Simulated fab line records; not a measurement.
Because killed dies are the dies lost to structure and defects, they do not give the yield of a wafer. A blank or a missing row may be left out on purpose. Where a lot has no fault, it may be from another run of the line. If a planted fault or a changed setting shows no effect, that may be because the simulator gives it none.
A single fault, viewed from 2 desks	flow n5 finfet	each desk holds nothing but its own numbers, with what lay behind them at the end

== FOR THE TOOL OWNER'S DESK: pecvd-01 ==
The tool's own readings at N5_BEOL_M13_ILD_DEP_00 (deposits SiOC from DEMS/O2, target thk 837.92 nm, time 166.4 s): means of the sampled wafers that have a number, for each lot that ran on this tool. Any lot whose mean is over 4 standard deviations away from the usual mean is out of limits and marked OUT; that distance is given in the brackets.
Columns: A = heater power w at N5_BEOL_M13_ILD_DEP_00, usual 513 W; B = run length s at N5_BEOL_M13_ILD_DEP_00, usual 211.3 s; C = showerhead plenum p Torr at N5_BEOL_M13_ILD_DEP_00, usual 5.701 Torr; D = throttle valve pct at N5_BEOL_M13_ILD_DEP_00, usual 12.3 %
lot	first seen here	A	B	C	D
L935	day 13 08:32	612	211.6	5.718	13.0
L937	day 13 09:22	635	186.5 (-43) OUT	5.719	12.5
L939	day 13 18:30	590	186.2 (-44) OUT	5.713	12.6
L950	day 16 18:28	497	211.2	5.708	12.7
L956	day 18 05:34	514	211.3	5.697	12.2
This desk's verdict: out of limits on L937, L939, starting with L937 at day 13 09:22 (run length s at N5_BEOL_M13_ILD_DEP_00). Within limits: L935, L950, L956.

== FROM THE METROLOGY DESK ==
Means of the sampled wafers that have a number, per lot and without regard to the tool the lot ran on: this is what the gauges read. Any lot whose mean is over 4 standard deviations away from the usual mean is out of limits and marked OUT; that distance is given in the brackets.
Columns: A = M13_ILD_THK at N5_BEOL_M13_THK_MEAS_01, usual 836 nm; B = V12_OVL at N5_BEOL_M13_OVL_MEAS_11, usual 0 nm
lot	first seen here	A	B
L935	day 13 08:41	830	2
L937	day 13 09:32	711 (-11) OUT	1
L938	day 13 16:25	828	-3
L939	day 13 18:39	730 (-9.7) OUT	-8
L949	day 16 06:20	835	6
L951	day 16 18:28	835	2
L950	day 16 18:37	845	3
L953	day 16 21:52	831	1
L955	day 18 02:07	831	-1
L956	day 18 05:43	844	2
This desk's finding: out of limits on L937, L939; first on L937, day 13 09:32 (M13_ILD_THK at N5_BEOL_M13_THK_MEAS_01). Within limits: L935, L938, L949, L951, L950, L953, L955, L956.

== BROUGHT TOGETHER ==
An alarm could have come from the tool owner's desk at day 13 09:22, on L937, L939.
At day 13 09:32 the metrology desk could have sounded an alarm, on L937, L939.
The lots listed all ran N5_BEOL_M13_ILD_DEP_00 on pecvd-01.

== WHAT THE SIMULATOR HAD INSERTED ==
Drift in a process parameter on pecvd-01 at N5_BEOL_M13_ILD_DEP_00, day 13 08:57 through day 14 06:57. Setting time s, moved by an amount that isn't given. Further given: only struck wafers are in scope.
Shown lots that were struck: L937, L939.
Delay (hours) between the fault's onset and each desk's first out-of-limits reading: 0 at the tool owner's desk, 1 at the metrology desk.
